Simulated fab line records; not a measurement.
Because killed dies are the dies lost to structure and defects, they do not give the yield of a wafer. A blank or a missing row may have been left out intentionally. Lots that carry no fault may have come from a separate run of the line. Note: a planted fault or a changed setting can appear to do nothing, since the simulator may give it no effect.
Struck lot and sound lot, side by side :: flow n5_finfet :: 16 steps out of a route of 1938
Sound: these wafers, L435.1, L435.5, L435.6. Wafers struck: L425.1, L425.4, L425.5. At the end, the cause is stated.
At each step with rows: each side's tool, then ch and its chambers, then its first start. Under that, the readings that differ: sound wafers :: struck wafers :: difference of the means :: sigmas: that difference in standard deviations of wafers without a fault.
alike: readings with means less than 2 such deviations apart, plus words and numbers identical on both sides. not compared: withheld readings, readings lacking a value on some wafer, bounds such as >300 that could conceal the same value, and numbers that have no deviation in the record and whose values overlap.
A row with sigmas, a row that says differs or no value, or rows on one side alone: a step with any of these is where the two part. Numbers that have no deviation but don't overlap get no sigmas and don't part them. Lack of a reading on every wafer of one side parts them only where that side has two or more wafers.

first, 2 steps without rows for these wafers: N5_HKMG_FIN_STRIP_89 (strips SOC in N2/H2, time 20 s); N5_HKMG_FIN_WET_ETCH_87 (etches TiN in SC1, time 154.2 s, target depth 4.7 nm, rinse time 30 s).
N5_HKMG_FIN_STRIP_88: strips in N2/H2, time 360 s.
  sound on plasma_asher-02 ch 0,1, day 8 06:26; struck on plasma_asher-02 ch 0,1, day 5 23:11
  alike: drypump_motor_current_A, heater_power_w, n2_flow_sccm, temp_c
  not compared: rf_hours_counter_h
then, 1 step without rows for these wafers: N5_HKMG_FIN_NWFM_ALD_20 (deposits TiAlC, target thk 2 nm, pulse time 3 s, purge time 2 s).
N5_HKMG_FIN_ALD_71: deposits TiN, target thk 1 nm, pulse time 1 s, purge time 3 s.
  sound on ald_metal-02 ch 1,2,3, day 8 06:56; struck on ald_metal-03 ch 2,3, day 5 23:40
  alike: chamber_pressure_Torr, heater_power_w, precursor_pulse_height_rel
then, 4 steps without rows for these wafers: N5_HKMG_FIN_COAT_66 (time 60 s, resist thk 300 nm); N5_HKMG_FIN_ETCH_67 (etches SOC in N2/H2, stops on TiN, target depth 388.9 nm); N5_HKMG_FIN_STRIP_90 (strips SOC in N2/H2, time 20 s); N5_HKMG_FIN_WET_ETCH_73 (etches the open film in SC1, time 42.3 s, target depth 1.3 nm, rinse time 30 s).
N5_HKMG_FIN_ETCHBACK_68: etches the open film in Cl2/Ar, stops on HfO2, target depth 0.5 nm.
  sound on rie_metal-01 ch 0,1, day 8 07:29; struck on rie_metal-02 ch 0,1, day 6 00:14
  alike: chamber_pressure_mTorr, drypump_motor_current_A, he_backside_leak_sccm, oes_product_au, throttle_valve_pct
  not compared: rf_hours_counter_h
N5_HKMG_FIN_STRIP_69: strips in N2/H2, time 360 s.
  sound on plasma_asher-02 ch 0,1, day 8 07:38; struck on plasma_asher-02 ch 0,1, day 6 00:22
  alike: drypump_motor_current_A, heater_power_w, n2_flow_sccm, temp_c
  not compared: rf_hours_counter_h
N5_HKMG_FIN_ALD_21: deposits TiN, target thk 1.5 nm, pulse time 1 s, purge time 3 s.
  sound on ald_metal-02 ch 1,2, day 8 08:01; struck on ald_metal-02 ch 2,3, day 6 00:45
  alike: chamber_pressure_Torr, heater_power_w, precursor_pulse_height_rel
N5_HKMG_FIN_ALD_72: deposits W, target thk 2 nm, pulse time 1 s, purge time 2 s.
  sound on cvd_w-01 ch 0,1, day 8 08:22; struck on cvd_w-01 ch 0,1, day 6 01:07
  no value came back on the struck wafers for ald_cycles, chamber_pressure_Torr (Torr), heater_power_w (W), precursor_pulse_height_rel; on the sound wafers ald_cycles reads 7 7 7
then, 1 step without rows for these wafers: N5_HKMG_FIN_W_FILL_22 (material W, target thk 60 nm, time 18.2 s).
N5_BEOL_M4_RC_MEAS_101:
  the record has rows for the sound wafers here (prober-01 ch 0, day 12 16:43) and none for the struck ones
-- a jump in the record: the struck wafers' starts before and after are 8 days apart (it breaks off in module BEOL_M4 and resumes in module PASSIVATION, where the first step shown is number 1936 of the route) --
N5_PASSIVATION_PROBE_49:
  record: rows for the struck wafers here (prober-01, day 14 07:51), none for the sound ones

## WHERE THEY PART
First at N5_HKMG_FIN_ALD_72; last, within this record, at N5_PASSIVATION_PROBE_49.

WHY: the cause the simulator had injected
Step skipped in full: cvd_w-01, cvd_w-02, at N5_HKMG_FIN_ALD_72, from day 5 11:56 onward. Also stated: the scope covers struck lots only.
